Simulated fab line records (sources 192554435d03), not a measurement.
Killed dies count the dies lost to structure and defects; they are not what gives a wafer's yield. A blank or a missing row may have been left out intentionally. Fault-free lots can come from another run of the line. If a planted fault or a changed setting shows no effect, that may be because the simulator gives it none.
Code-filled problem report in 8D (eight disciplines) form || flow n5Finfet || the parts of the form that need people (team, actions taken, sign-off) are left out

1. THE ISSUE
At N5_BEOL_M10_COAT_64, spinSpeedRpm averages 1534.3 rpm over 6 wafers from 2 lots, while fault-free wafers read 1500.0 rpm, standard deviation 0.98. Relative to the usual mean, that is a shift of +35 standard deviations.
The step: time 60 s, resist thk 30 nm.
Seen first at day 13 06:04 on lithoTrack-04, wafer L124.2. Wafers with a number at this step in the record: 33, from 12 lots. Rule for "out", or "out of limits": more than 4 standard deviations from the usual mean. All remaining wafers that have a number are taken as sound.

2. WHAT IT IS; WHAT IT IS NOT
{"question": "which readings at this step", "is": "spinSpeedRpm", "is not": "-"}
{"question": "which lots", "is": "L124, L126", "is not": "L115, L117, L118, L119, L120, L123, L125, L133, L134, L136"}
{"question": "which wafers of those lots", "is": "all that have a number", "is not": "-"}
{"question": "read on which tools", "is": "lithoTrack-04", "is not": "lithoTrack-01, lithoTrack-03"}
{"question": "when", "is": "from day 13 06:04", "is not": "up to then (17 sound wafers); but 10 sound wafers of L125, L133, L134, L136 came after"}

3. SUSPECTS, AND WHAT RULES EACH OUT
Counting: a tool at any process step up to the reading remains a suspect when it ran all the lots that are out and ran no sound lot after the first of those.
- lithoTrack-04 at N5_BEOL_M10_COAT_64 (time 60 s, resist thk 30 nm): kept. Every lot that is out went through it, starting with L124 (day 13 06:04), and after that it ran no sound lot; the last sound lot it ran before then is L123 (day 13 00:23). Its own readings are out on those wafers: spinSpeedRpm.
Remaining after the count: lithoTrack-04 at N5_BEOL_M10_COAT_64.

4. THE CAUSE (what the simulator had put in)
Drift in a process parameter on lithoTrack-04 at N5_BEOL_M10_COAT_64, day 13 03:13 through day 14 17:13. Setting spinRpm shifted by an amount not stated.
Counting left only this tool.

5. SEQUENCE OF EFFECTS, ordered by route
One row per reading whose mean, taken over the struck wafers that have a number, lies over 3 standard deviations from the usual. Only readings whose record carries a usual standard deviation are examined. hours: median over the lots of the time between each lot's start at the first step of this table that gives one and its start at this step. sigmas: the change, counted in usual standard deviations.
{"hours": 0, "step": "N5_BEOL_M10_COAT_64", "reading": "spinSpeedRpm", "usual": "1500.0 rpm", "on struck wafers": 1534.3, "change": "+34.3", "sigmas": "+35"}
The process steps in it:
- N5_BEOL_M10_COAT_64: time 60 s, resist thk 30 nm.

6. HOW IT WOULD HAVE BEEN CAUGHT EARLIER
In this record the first reading out of limits was taken at day 13 06:04, 3 hours after the fault began at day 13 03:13.
